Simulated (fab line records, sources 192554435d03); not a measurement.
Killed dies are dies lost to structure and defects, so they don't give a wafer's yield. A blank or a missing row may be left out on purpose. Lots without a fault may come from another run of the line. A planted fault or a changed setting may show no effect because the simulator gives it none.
Split-lot experiment | flow n5_finfet | 7 lots, 21 wafers read, on a route of 1938 steps

THE SPLIT
At N5_PMOS_HMC_CHANNEL_EPI_ETCH_32 (etches BARC in N2/H2, stops on SiO2, target depth 85.8 nm, time 50.3 s), the setting bias_w was moved away from the recipe's 150 W on 6 of the 21 wafers read, by -17.3% to +17.9%. The other wafers ran this setting at the recipe's value.

The reading is taken at the split's own step.

THE READING
rf_vpp_V, in V, at N5_PMOS_HMC_CHANNEL_EPI_ETCH_32 (etches BARC in N2/H2, stops on SiO2, target depth 85.8 nm, time 50.3 s). Fault-free wafers of this fab line usually give 524.2 V, standard deviation 2.2 V.

wafer  | tool, chamber at the split | bias_w as run, W | against the recipe | rf_vpp_V, V | against lot-mates on the recipe
L078.1 | rie_diel-02, 0             | 150              | recipe             | 523.0       | -
L078.4 | rie_diel-02, 3             | 150              | recipe             | 522.8       | -
L078.5 | rie_diel-02, 1             | 150              | recipe             | 521.7       | -
L079.1 | rie_diel-04, 3             | 150              | recipe             | 521.4       | -
L079.2 | rie_diel-04, 2             | 131.8            | -12.1%             | 483.0       | -38.4
L079.6 | rie_diel-04, 3             | 131.8            | -12.1%             | 482.8       | -38.6
L080.1 | rie_diel-05, 3             | 150              | recipe             | 522.4       | -
L080.2 | rie_diel-05, 2             | 150              | recipe             | 526.6       | -
L080.3 | rie_diel-05, 1             | 150              | recipe             | 525.9       | -
L082.2 | rie_diel-02, 2             | 176.9            | +17.9%             | 583.6       | +60.8
L082.4 | rie_diel-02, 3             | 150              | recipe             | 522.8       | -
L082.6 | rie_diel-02, 0             | 176.9            | +17.9%             | 579.8       | +57.0
L083.1 | rie_diel-05, 2             | 150              | recipe             | 526.1       | -
L083.5 | rie_diel-05, 0             | 150              | recipe             | 525.1       | -
L083.6 | rie_diel-05, 3             | 150              | recipe             | 522.9       | -
L085.4 | rie_diel-02, 3             | 124.1            | -17.3%             | 462.7       | -58.4
L085.5 | rie_diel-02, 0             | 124.1            | -17.3%             | 465.6       | -55.5
L085.6 | rie_diel-02, 1             | 150              | recipe             | 521.1       | -
L097.2 | rie_diel-02, 1             | 150              | recipe             | 521.3       | -
L097.3 | rie_diel-02, 2             | 150              | recipe             | 525.7       | -
L097.5 | rie_diel-02, 2             | 150              | recipe             | 526.3       | -

THE FIT
A straight line over all 21 wafers: rf_vpp_V changes by +3.34 V for each +1% of bias_w; r = +1.00; the points scatter about the line by 2.1 V.
The same after taking each lot's own level away (the mean of its wafers on the recipe; 21 wafers): +3.27 V for each +1%; r = +1.00; scatter 1.6 V.
On that fit, the largest move of bias_w shifts the reading by 59 V.
The lots' own levels span 521.10 to 524.97 V, that is 1.8 times the standard deviation above.
So the lot-to-lot level changes the slope little: the two slopes agree.
Check: with one of the wafers moved furthest among these (+17.9%) left out of the fit, the line predicts +57.9 V for it against its lot-mates. It came out at +60.8 V against them.
Tool readings at the split's step, against how far the setting was moved: rf_vpp_V r = +1.00.

OTHER SPLITS ON THESE WAFERS
These wafers also went through other splits before the reading. Each is held against what the fit with the lots' levels taken away leaves over:
other split on the same wafers            | wafers away from the commonest value | r with rf_vpp_V (lot level and that fit taken away)
N5_ZERO_LAYER_EXPOSE_08 dose_mj           | 11                                   | -0.01
N5_WELL_APT_COAT_02 spin_rpm              | 8                                    | +0.08
N5_PMOS_HMC_CHANNEL_EPI_PEB_07 peb_time_s | 7                                    | +0.11

THE FILE'S OWN FIT
rf_vpp_V changes by +3.27 V for each +1% of bias_w, r = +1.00.
